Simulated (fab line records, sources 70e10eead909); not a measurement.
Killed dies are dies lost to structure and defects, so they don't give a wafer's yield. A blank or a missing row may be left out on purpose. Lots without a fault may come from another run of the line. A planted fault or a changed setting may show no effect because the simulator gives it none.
Which tool did it? | flow nand_harc | 11 lots, 33 wafers sampled, at 5 steps of a route of 1159

WHAT THE GAUGES READ, wafer by wafer
NHARC_P_M0_CD_MEAS_09: target cd 90 nm. Usual: cd_nm 90.0 nm, standard deviation 0.53.
lot  | measured     | on        | cd_nm (nm)     | flag
L343 | day 8 07:22  | cd_sem-03 | 88.9 89.1 90.2 |
L342 | day 8 07:56  | cd_sem-03 | 90.1 90.1 89.9 |
L340 | day 8 10:58  | cd_sem-02 | 90.2 89.2 90.0 |
L346 | day 8 22:10  | cd_sem-03 | 94.3 89.1 90.3 |
L345 | day 8 22:26  | cd_sem-03 | 93.5 89.9 90.2 |
L348 | day 9 03:01  | cd_sem-01 | 90.7 91.1 90.6 |
L351 | day 9 08:56  | cd_sem-02 | 94.0 89.3 89.6 |
L354 | day 9 18:16  | cd_sem-02 | 90.0 90.0 90.0 |
L358 | day 10 01:25 | cd_sem-01 | 90.1 90.0 90.2 |
L357 | day 10 02:00 | cd_sem-01 | 90.7 90.5 91.0 |
L360 | day 10 15:55 | cd_sem-02 | 90.6 90.2 89.7 |

WHICH TOOL RAN EACH LOT (tool, then ch and the chambers of the sampled wafers, then the start)
lot  | NHARC_P_CONTACT_ETCH_36                       | NHARC_P_CONTACT_ETCH_31                       | NHARC_P_CONTACT_DEGAS_38     | NHARC_P_M0_PEB_07
L343 | rie_diel-12 ch 0,1,2, day 8 02:34 or earlier  | rie_diel-12 ch 0,2,3, day 8 02:34 or earlier  | pvd_sputter-03, day 8 02:34  | litho_track-01 ch 0, day 8 07:17
L342 | rie_diel-12 ch 0,2, day 8 03:38 or earlier    | rie_diel-12 ch 0,1,2, day 8 03:38 or earlier  | pvd_sputter-01, day 8 03:38  | litho_track-06 ch 0, day 8 07:52
L340 | rie_diel-12 ch 0,1, day 8 08:43 or earlier    | rie_diel-12 ch 0,3, day 8 08:43 or earlier    | pvd_sputter-02, day 8 08:43  | litho_track-01 ch 0, day 8 10:53
L346 | rie_diel-12 ch 1,2, day 8 16:06 or earlier    | rie_diel-12 ch 2,3, day 8 16:06 or earlier    | pvd_sputter-02, day 8 16:06  | litho_track-01 ch 0, day 8 22:04
L345 | rie_diel-12 ch 1,2,3, day 8 16:30 or earlier  | rie_diel-12 ch 2,3, day 8 16:30 or earlier    | pvd_sputter-01, day 8 16:30  | litho_track-01 ch 0, day 8 22:21
L348 | rie_diel-12 ch 0,1, day 8 20:35 or earlier    | rie_diel-12 ch 1,2,3, day 8 20:35 or earlier  | pvd_sputter-03, day 8 20:35  | litho_track-04 ch 0, day 9 02:56
L351 | rie_diel-12 ch 0,2, day 9 05:08 or earlier    | rie_diel-12 ch 0,1,2, day 9 05:08 or earlier  | pvd_sputter-02, day 9 05:08  | litho_track-01 ch 0, day 9 08:51
L354 | rie_diel-01 ch 0,1,3, day 9 10:01 or earlier  | rie_diel-01 ch 0,1,2, day 9 10:01 or earlier  | pvd_sputter-03, day 9 10:01  | litho_track-06 ch 0, day 9 18:11
L358 | rie_diel-01 ch 0,1,3, day 9 20:42 or earlier  | rie_diel-01 ch 1,2,3, day 9 20:42 or earlier  | pvd_sputter-02, day 9 20:42  | litho_track-04 ch 0, day 10 01:20
L357 | rie_diel-12 ch 1,2,3, day 9 21:10 or earlier  | rie_diel-12 ch 0,3, day 9 21:10 or earlier    | pvd_sputter-02, day 9 21:10  | litho_track-04 ch 0, day 10 01:55
L360 | rie_diel-01 ch 0,1,3, day 10 13:31 or earlier | rie_diel-01 ch 0,2,3, day 10 13:31 or earlier | pvd_sputter-03, day 10 13:31 | litho_track-06 ch 0, day 10 15:51
- NHARC_P_CONTACT_ETCH_36: etches the open film in N2/H2, target depth 260 nm, time 406.25 s.
- NHARC_P_CONTACT_ETCH_31: etches the open film in CH3F/O2, target depth 30 nm, time 85.7 s.
- NHARC_P_CONTACT_DEGAS_38: time 60 s.
- NHARC_P_M0_PEB_07: peb time 65 s.

WHAT THE TOOLS THEMSELVES READ (means of the sampled wafers that have a number; where no wafer has one, the mark that the record gives instead)
NHARC_P_CONTACT_ETCH_36. Usual: drypump_motor_current_A 5.9 A, standard deviation 0.39; oes_product_au 0.999 a.u., standard deviation 0.011; rf_vpp_V 431.1 V, standard deviation 2.5; showerhead_plenum_p_Torr 2.06 Torr, standard deviation 0.088; throttle_valve_pct 14.171 %, standard deviation 0.0096.
lot  | tool        | drypump_motor_current_A (A) | oes_product_au (a.u.) | rf_vpp_V (V) | showerhead_plenum_p_Torr (Torr) | throttle_valve_pct (%) | flag
L343 | rie_diel-12 | 5.7                         | 1.006                 | 429.3        | 2.02                            | 14.175                 |
L342 | rie_diel-12 | 5.4                         | 1.012                 | 429.1        | 1.98                            | 14.158                 |
L340 | rie_diel-12 | 5.7                         | 1.002                 | 429.8        | 2.03                            | 14.171                 |
L346 | rie_diel-12 | 6.0                         | 0.996                 | 431.1        | 2.05                            | 14.164                 |
L345 | rie_diel-12 | 5.9                         | 0.996                 | 432.4        | 2.09                            | 14.171                 |
L348 | rie_diel-12 | 5.7                         | 1.008                 | 431.1        | 2.03                            | 14.176                 |
L351 | rie_diel-12 | 5.4                         | 1.005                 | 428.5        | 1.97                            | 14.173                 |
L354 | rie_diel-01 | 6.0                         | 1.000                 | 429.5        | 2.02                            | 14.174                 |
L358 | rie_diel-01 | 6.0                         | 0.991                 | 430.5        | 2.02                            | 14.164                 |
L357 | rie_diel-12 | 5.9                         | 0.996                 | 431.6        | 2.08                            | 14.164                 |
L360 | rie_diel-01 | 6.1                         | 0.984                 | 430.3        | 2.02                            | 14.177                 |

NHARC_P_CONTACT_ETCH_31. Usual: drypump_motor_current_A 5.8 A, standard deviation 0.37; oes_product_au 0.982 a.u., standard deviation 0.01; rf_vpp_V 244.8 V, standard deviation 1.7; showerhead_plenum_p_Torr 2.49 Torr, standard deviation 0.11; throttle_valve_pct 20.665 %, standard deviation 0.0096.
lot  | tool        | drypump_motor_current_A (A) | oes_product_au (a.u.) | rf_vpp_V (V) | showerhead_plenum_p_Torr (Torr) | throttle_valve_pct (%) | flag
L343 | rie_diel-12 | 5.5                         | 0.986                 | 244.1        | 2.47                            | 20.662                 |
L342 | rie_diel-12 | 5.7                         | 0.986                 | 244.2        | 2.43                            | 20.660                 |
L340 | rie_diel-12 | 5.6                         | 0.985                 | 244.2        | 2.48                            | 20.663                 |
L346 | rie_diel-12 | 5.7                         | 0.990                 | 246.3        | 2.55                            | 20.667                 |
L345 | rie_diel-12 | 5.5                         | 0.984                 | 245.2        | 2.46                            | 20.653                 |
L348 | rie_diel-12 | 5.8                         | 0.983                 | 245.3        | 2.51                            | 20.664                 |
L351 | rie_diel-12 | 5.7                         | 0.988                 | 244.1        | 2.43                            | 20.664                 |
L354 | rie_diel-01 | 6.1                         | 0.990                 | 244.5        | 2.49                            | 20.660                 |
L358 | rie_diel-01 | 6.0                         | 0.973                 | 244.1        | 2.47                            | 20.670                 |
L357 | rie_diel-12 | 5.6                         | 0.980                 | 244.7        | 2.48                            | 20.674                 |
L360 | rie_diel-01 | 5.9                         | 0.971                 | 245.4        | 2.52                            | 20.663                 |

NHARC_P_CONTACT_DEGAS_38. Usual: heater_power_w 479 W, standard deviation 55.
lot  | tool           | heater_power_w (W) | flag
L343 | pvd_sputter-03 | 444                |
L342 | pvd_sputter-01 | 488                |
L340 | pvd_sputter-02 | 502                |
L346 | pvd_sputter-02 | 548                |
L345 | pvd_sputter-01 | 520                |
L348 | pvd_sputter-03 | 436                |
L351 | pvd_sputter-02 | 517                |
L354 | pvd_sputter-03 | 429                |
L358 | pvd_sputter-02 | 549                |
L357 | pvd_sputter-02 | 470                |
L360 | pvd_sputter-03 | 437                |

THE ANSWER, worked out from the rows above alone
Rule: a lot is off if the mean of its wafers that have a number lies more than 3 standard deviations from the usual mean. A lot without any number at a reading at which 4 lots or more have one is off too. The other lots that the step has rows for count as sound. The gauges are gone through in route order, then the tools' own readings, and for those a lot's mean is taken as printed above. The first step at which some lot is off is used, and at that step the reading that is off furthest; a lot without a number counts as furthest.
No lot is off at any reading shown: from this, nothing can be told.

WHAT THE SIMULATOR HAD PUT IN
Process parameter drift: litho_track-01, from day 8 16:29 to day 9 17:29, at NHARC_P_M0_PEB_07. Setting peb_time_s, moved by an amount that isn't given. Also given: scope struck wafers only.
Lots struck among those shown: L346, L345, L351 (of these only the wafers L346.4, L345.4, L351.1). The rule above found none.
